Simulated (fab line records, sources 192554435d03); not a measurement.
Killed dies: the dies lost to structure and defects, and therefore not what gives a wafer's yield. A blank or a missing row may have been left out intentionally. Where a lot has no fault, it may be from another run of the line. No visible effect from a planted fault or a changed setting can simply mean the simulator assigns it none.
Comparing a struck lot with a sound one ; flow n5_finfet ; 36 steps out of a route of 1938
Sound: wafers L599.1, L599.2, L599.4. Wafers L586.2, L586.3, L586.6 were the ones struck. The cause is given at the end.
Each step with rows lists, per side, the tool, then ch with its chambers, then its first start. Under that, the readings that differ: sound wafers ; struck wafers ; difference of the means ; sigmas: that difference in standard deviations of wafers without a fault.
alike: readings with means less than 2 such deviations apart, plus words and numbers identical on both sides. not compared: withheld readings, readings lacking a value on some wafer, bounds such as >300 that could conceal the same value, and numbers that have no deviation in the record and whose values overlap.
Wherever a step has rows on one side only, a row that says differs or no value, or a row with sigmas, the two part there. Numbers that don't overlap but have no deviation are shown without sigmas and don't part them. A reading missing from all wafers of one side parts the sides only when that side holds two or more wafers.

first, 9 steps without rows for these wafers: N5_BEOL_M4_ANNEAL_95 (time 240 s); N5_BEOL_M4_SPUTTER_96 (material Cu, target thk 4.5 nm, time 8.29 s); N5_BEOL_M4_ECD_50 (material Cu, target thk 300 nm); N5_BEOL_M4_ANNEAL_51 (time 90 s); N5_BEOL_M4_CMP_52 (polishes, stops on SiOC, t overpolish 6.8 s, target thk 40 nm); N5_BEOL_M4_PRE_CLEAN_60 (time 15 s); N5_BEOL_M4_CO_CAP_55 (material Co, precursor CCTBA/H2, target thk 2 nm, time 102.1 s); N5_BEOL_M4_PRE_CLEAN_56 (time 15 s); N5_BEOL_M4_DEP_57 (deposits SiCN from 3MS/NH3, target thk 8 nm, time 14 s).
N5_BEOL_M4_RC_MEAS_101:
  sound on prober-01 ch 0, day 13 21:28; struck on prober-01 ch 0, day 10 04:54
  alike: DIBL_N, DIBL_P, IOFF_N, IOFF_P, ION_N, ION_P, SS_N, SS_P, VT_N, VT_P
then, 24 steps without rows for these wafers: N5_BEOL_M5_ILD_DEP_00 (deposits SiCOH lowk from DEMS/porogen, target thk 140.64 nm, time 25.9 s); N5_BEOL_M5_CURE_79 (cures SiCOH lowk, time 240 s); N5_BEOL_M5_PECVD_70 (deposits SiO2 from TEOS/O2, target thk 16 nm, time 18 s); N5_BEOL_M5_HM_DEP_02 (deposits TiN, target thk 20 nm); N5_BEOL_M5_COAT_59 (time 60 s, resist thk 60 nm); N5_BEOL_M5_COAT_60 (time 60 s, resist thk 12 nm); N5_BEOL_M5_COAT_71 (time 60 s, resist thk 5 nm); N5_BEOL_M5_COAT_05 (resist thk 30 nm); N5_BEOL_M5_EBR_07; N5_BEOL_M5_SOFTBAKE_06 (time 60 s); N5_BEOL_M5_EXPOSE_08 (exposes mask M5, target cd 28 nm); N5_BEOL_M5_PEB_09 (peb time 60 s); N5_BEOL_M5_DEVELOP_10 (develop time 30 s); N5_BEOL_M5_DESCUM_16 (chemistry O2, time 7 s); N5_BEOL_M5_ETCH_72 (etches underlayer in N2/H2, target depth 6.5 nm, time 5.2 s); N5_BEOL_M5_ETCH_61 (etches SiARC in CF4, target depth 15.6 nm, time 26 s); N5_BEOL_M5_ETCH_62 (etches SOC in N2/H2, target depth 75 nm, overetch 15 nm, time 112.5 s); N5_BEOL_M5_STRIP_63 (strips in N2/H2); N5_BEOL_M5_STRIP_73 (strips in N2/H2); N5_BEOL_M5_STRIP_64 (strips in CF4); N5_BEOL_M5_HM_OPEN_17 (chemistry Cl2/BCl3, target TiN, target depth 20 nm, overetch 6 nm); N5_BEOL_M5_STRIP_19 (strips in O2); N5_BEOL_M5_COAT_65 (time 60 s, resist thk 60 nm); N5_BEOL_M5_COAT_66 (time 60 s, resist thk 12 nm).
N5_BEOL_M7_VIA_ETCH_34: etches SiCOH lowk in C4F6/O2, target depth 125.5 nm, time 50.5 s.
  sound on rie_diel-05 ch 0,1,3, day 15 04:44; struck on rie_diel-06 ch 0,2, day 11 14:59
  no value came back on the struck wafers for any of 11 readings (C4F6_flow_sccm (sccm), O2_flow_sccm (sccm) and others); on the sound wafers C4F6_flow_sccm (sccm) reads 10.00 9.96 9.97
reading;sound;struck;difference;sigmas
model.SiARC_of_BEOL_M7_COAT_64.thk_nm (nm);0 0 0;6.4 6.2 6.4;+6.3;
model.SOC_of_BEOL_M7_COAT_63.thk_nm (nm);53.6 53.8 53.8;60.4 60.2 60.4;+6.6;
-- here the record skips 4 days between the struck wafers' starts before and after, leaving off in module BEOL_M7 and picking up in module PASSIVATION (first step shown: number 1936 of the route) --
N5_PASSIVATION_PROBE_49:
  struck on prober-01, day 15 05:22; sound on prober-01, day 18 19:17
reading;sound;struck;difference;sigmas
defect_limited_yield (%);92.1 90.0 90.4;0 0 0;-91;-65
killed_at_M4_up;14 10 16;1095 1082 1102;+1080;+99 or more
killed_at_other;2 0 1;8 10 3;+6;+2
killed_dies;93 118 113;1180 1180 1180;+1072;+63
killed_on_rim;11 12 8;152 152 152;+142;+39
sort_bin_5_function (%);5.4 7.0 5.7;96.4 95.4 97.6;+90.4;+99 or more
sort_n_pass;1087 1062 1067;0 0 0;-1072;-63
sort_yield_pct (%);92.1 90.0 90.4;0 0 0;-91;-65
  alike: killed_at_M0_to_M3, killed_at_contacts, killed_at_front_end, killed_open, killed_short, sort_bin_6_memory

## WHERE THEY PART
First at N5_BEOL_M7_VIA_ETCH_34; last, within this record, at N5_PASSIVATION_PROBE_49.

WHY: whatever the simulator had introduced
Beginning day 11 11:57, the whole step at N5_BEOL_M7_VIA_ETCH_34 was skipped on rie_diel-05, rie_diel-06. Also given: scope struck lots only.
